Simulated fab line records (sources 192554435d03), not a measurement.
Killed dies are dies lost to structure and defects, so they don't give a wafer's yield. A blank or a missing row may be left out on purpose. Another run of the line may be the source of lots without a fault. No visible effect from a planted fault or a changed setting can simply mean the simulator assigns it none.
Matching of chambers + flow n5-finfet + N5_BEOL_M3_PECVD_72 on pecvd-01: 3 sister chambers
The step deposits SiO2 from TEOS/O2, target thk 16 nm, time 18 s. 14 wafers are shown with their chamber, then 7 later ones without.

== EACH WAFER AND ITS CHAMBER ==
| wafer  | chamber | heater-power-w (W) | showerhead-plenum-p-Torr (Torr) | throttle-valve-pct (%) |
|--------|---------|--------------------|---------------------------------|------------------------|
| L074.1 | 2       | 1016               | 8.76                            | 20.8                   |
| L074.3 | 1       | 631                | 8.87                            | 23.0                   |
| L074.5 | 1       | 640                | 8.86                            | 22.7                   |
| L082.1 | 1       | 593                | 8.87                            | 22.7                   |
| L082.3 | 0       | 778                | 8.91                            | 21.0                   |
| L082.6 | 0       | 751                | 8.88                            | 21.2                   |
| L086.1 | 1       | 644                | 8.82                            | 22.4                   |
| L086.4 | 1       | 614                | 8.87                            | 22.5                   |
| L086.5 | 2       | 1072               | 8.75                            | 21.3                   |
| L090.1 | 0       | 830                | 8.89                            | 21.1                   |
| L090.3 | 2       | 1031               | 8.74                            | 21.2                   |
| L090.6 | 1       | 652                | 8.85                            | 22.6                   |
| L092.2 | 1       | 630                | 8.87                            | 22.5                   |
| L092.3 | 0       | 755                | 8.88                            | 21.3                   |

SIGNATURES (means of the wafers above)
| reading                  | chamber 0 | chamber 1 | chamber 2 | scatter within a chamber |
|--------------------------|-----------|-----------|-----------|--------------------------|
| heater-power-w           | 778.50    | 629.14    | 1039.67   | 27                       |
| showerhead-plenum-p-Torr | 8.8900    | 8.8586    | 8.7500    | 0.0162                   |
| throttle-valve-pct       | 21.150    | 22.629    | 21.100    | 0.196                    |
Rule: a wafer lies at a distance from a chamber equal to the root of the sum of squares, over the readings, of (its reading less the chamber's mean, divided by the reading's scatter). If the next closest chamber is less than 2 further off than the closest, the wafer can't be placed; otherwise it belongs to the closest. The scatter: the root of (the sum of the squares of (reading less its chamber's mean) over the shown wafers, divided by (wafers less chambers)).

== WAFERS WITH NO CHAMBER GIVEN ==
| wafer  | heater-power-w (W) | showerhead-plenum-p-Torr (Torr) | throttle-valve-pct (%) |
|--------|--------------------|---------------------------------|------------------------|
| L092.6 | 749                | 8.89                            | 21.4                   |
| L094.3 | 764                | 8.90                            | 21.2                   |
| L094.5 | 771                | 8.90                            | 21.2                   |
| L094.6 | 532                | 8.90                            | 22.7                   |
| L097.1 | 611                | 8.86                            | 22.5                   |
| L097.3 | 695                | 8.89                            | 21.4                   |
| L097.4 | 621                | 8.86                            | 22.5                   |

== WHICH CHAMBER EACH WENT THROUGH ==
| wafer  | from the rows above | in truth |
|--------|---------------------|----------|
| L092.6 | 0                   | 0        |
| L094.3 | 0                   | 0        |
| L094.5 | 0                   | 0        |
| L094.6 | 1                   | 1        |
| L097.1 | 1                   | 1        |
| L097.3 | 0                   | 0        |
| L097.4 | 1                   | 1        |
Correctly placed: 7 of 7. Left unplaced by these rows: 0. 0 placed wrongly.
